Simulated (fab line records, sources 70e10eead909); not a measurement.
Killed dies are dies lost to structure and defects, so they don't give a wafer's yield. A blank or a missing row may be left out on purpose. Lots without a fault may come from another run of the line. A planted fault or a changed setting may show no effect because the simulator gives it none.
Which tool did it? | flow nand_harc | 13 lots, 39 wafers sampled, at 3 steps of a route of 1302

WHAT THE GAUGES READ, wafer by wafer
NHARC_A_SGD_CUT_THK_MEAS_22: measures by ellipsometry.
lot  | measured     | on            | thk_nm (nm)
L575 | day 19 22:49 | film_metro-02 | 148.5 149.0 148.6
L574 | day 20 01:54 | film_metro-01 | 150.9 148.7 148.5
L576 | day 20 07:55 | film_metro-01 | 147.3 148.2 149.9
L579 | day 20 17:29 | film_metro-02 | 150.0 150.7 148.3
L577 | day 20 17:29 | film_metro-01 | 148.8 148.8 150.1
L578 | day 21 06:02 | film_metro-02 | 150.3 146.9 146.7
L582 | day 22 19:07 | film_metro-02 | 148.8 150.5 151.2
L584 | day 23 12:38 | film_metro-01 | 147.1 148.0 147.0
L585 | day 24 00:19 | film_metro-02 | 148.7 150.9 150.1
L586 | day 24 14:04 | film_metro-02 | 151.2 144.6 151.1
L593 | day 27 15:56 | film_metro-02 | 149.4 150.9 151.1
L594 | day 27 19:02 | film_metro-01 | 142.4 148.9 148.6
L597 | day 28 14:11 | film_metro-01 | 149.3 149.1 150.1

NHARC_A_SLIT_OVL_MEAS_10.
lot  | measured     | on         | overlay_x_nm (nm) | overlay_y_nm (nm)
L575 | day 20 04:32 | overlay-01 | -0.3 -0.2 -0.2    | -0.7 -0.3 -0.2
L574 | day 20 10:41 | overlay-01 | -0.4 0.1 -0.8     | -0.4 -0.4 -0.3
L576 | day 20 15:03 | overlay-01 | -1.1 -0.8 -1.1    | -0.1 0.1 0.4
L579 | day 20 23:08 | overlay-02 | -2.1 -2.0 -1.8    | -0.4 -0.9 -1.0
L577 | day 20 23:20 | overlay-01 | 1.1 0.4 0.7       | -0.8 -0.3 -0.5
L578 | day 21 11:23 | overlay-02 | -1.4 -0.7 -0.3    | -0.9 -1.3 -1.1
L582 | day 23 03:42 | overlay-01 | 0.4 0.0 0.5       | -0.4 -0.3 -0.6
L584 | day 23 18:07 | overlay-01 | 0.4 0.6 -0.1      | 0.0 0.2 0.4
L585 | day 24 05:54 | overlay-02 | -0.3 -0.2 -0.4    | 0.6 0.2 0.2
L586 | day 24 22:37 | overlay-02 | -1.1 -1.1 -0.9    | 0.1 -0.2 -0.8
L593 | day 27 21:10 | overlay-02 | 1.5 1.8 1.6       | 0.6 0.4 0.7
L594 | day 28 00:23 | overlay-02 | -0.8 -0.5 -0.4    | -1.0 -0.6 -1.1
L597 | day 28 22:47 | overlay-02 | -0.5 -1.0 -1.0    | 0.1 0.8 1.6

NHARC_A_SLIT_CD_MEAS_21.
lot  | measured     | on        | cd_nm (nm)
L575 | day 20 12:19 | cd_sem-01 | 289.5 289.3 290.0
L574 | day 20 17:08 | cd_sem-02 | 289.9 290.7 290.3
L576 | day 20 21:24 | cd_sem-03 | 289.9 289.8 290.7
L579 | day 21 07:17 | cd_sem-02 | 289.0 289.3 289.7
L577 | day 21 09:35 | cd_sem-01 | 288.7 288.8 289.3
L578 | day 21 17:47 | cd_sem-03 | 288.3 289.4 289.5
L582 | day 23 10:04 | cd_sem-02 | 289.1 289.4 290.2
L584 | day 24 00:29 | cd_sem-02 | 289.9 290.2 290.2
L585 | day 24 12:20 | cd_sem-03 | 289.4 291.1 290.2
L586 | day 25 05:51 | cd_sem-03 | 287.9 288.7 290.1
L593 | day 28 03:32 | cd_sem-02 | 289.6 290.1 289.8
L594 | day 28 07:22 | cd_sem-03 | 289.9 288.8 290.0
L597 | day 29 05:25 | cd_sem-02 | 289.5 289.7 288.1

WHICH TOOL RAN EACH LOT (tool, then ch and the chambers of the sampled wafers, then the start)
The record holds no process step before these readings.

WHAT THE TOOLS THEMSELVES READ (means of the sampled wafers that have a number; where no wafer has one, the mark that the record gives instead)
The record holds no such reading with a usual standard deviation.

THE ANSWER, worked out from the rows above alone
Rule: what is usual is taken from the lots themselves. Put in order of their means at a reading, lots are off if they are a third of the lots or fewer, leave a main group of 4 or more, and stand apart from it by a gap of 3 or more times the standard deviation of the main group's means; of several such gaps the widest counts. A main group whose means are all the same, to the digits that the tables above print for the reading, isn't used. A lot without any number at a reading at which 4 lots or more have one is off too. The other lots that the step has rows for count as sound. The gauges are gone through in route order, then the tools' own readings, and for those a lot's mean is taken as printed above. The first step at which some lot is off is used, and at that step the reading that is off furthest; a lot without a number counts as furthest.
No lot is off at any reading shown: from this, nothing can be told.

WHAT THE SIMULATOR HAD PUT IN
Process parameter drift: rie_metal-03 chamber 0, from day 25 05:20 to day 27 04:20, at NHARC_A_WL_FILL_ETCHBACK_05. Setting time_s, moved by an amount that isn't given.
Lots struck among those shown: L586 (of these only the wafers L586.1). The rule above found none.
